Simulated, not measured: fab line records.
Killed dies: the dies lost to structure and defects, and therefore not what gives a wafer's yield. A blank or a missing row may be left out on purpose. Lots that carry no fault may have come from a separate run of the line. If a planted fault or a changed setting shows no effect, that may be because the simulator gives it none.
Chamber matching    flow n5-finfet    N5_FIN_CUT_CUT_ETCH_15 on rie-si-02 has 4 sister chambers
The step etches Si in HBr/Cl2/O2, target depth 100 nm, bt time 10 s, time 42.4 s. 8 wafers are shown with their chamber, then 7 later ones without.

## EACH WAFER AND ITS CHAMBER
wafer   chamber  throttle-valve-pct (%)  drypump-motor-current-A (A)
L100.4  2        37.68                   6.7
L107.2  2        37.66                   6.7
L107.5  1        37.36                   5.7
L109.4  3        37.35                   6.5
L109.5  0        36.94                   5.0
L109.6  1        37.37                   5.7
L119.1  3        37.35                   6.6
L119.4  0        36.94                   4.9

## WAFERS WHOSE CHAMBER IS MISSING
wafer   throttle-valve-pct (%)  drypump-motor-current-A (A)
L119.6  37.60                   6.7
L120.1  36.94                   4.9
L120.3  37.37                   5.7
L120.4  37.59                   6.7
L121.2  37.35                   6.6
L121.3  37.36                   5.7
L121.4  36.93                   4.9

## WHICH CHAMBER EACH ONE RAN IN
wafer   from the rows above  in truth
L119.6  2                    2
L120.1  0                    0
L120.3  1                    1
L120.4  2                    2
L121.2  3                    3
L121.3  1                    1
L121.4  0                    0
7 of 7 placed correctly. From these rows, 0 cannot be placed. 0 placed wrongly.
How it was worked out, from the rows above alone: a wafer's distance from a chamber is the root of the sum, over the readings, of the square of ((its reading less the chamber's mean) divided by the reading's scatter). The wafer belongs to the nearest chamber; if the next one is less than 2 further off, it can't be placed. The mean given for a chamber averages the wafers shown for that chamber. The scatter is the square root of a quotient: the sum, over the shown wafers, of each reading's squared deviation from its chamber's mean, divided by wafers minus chambers.
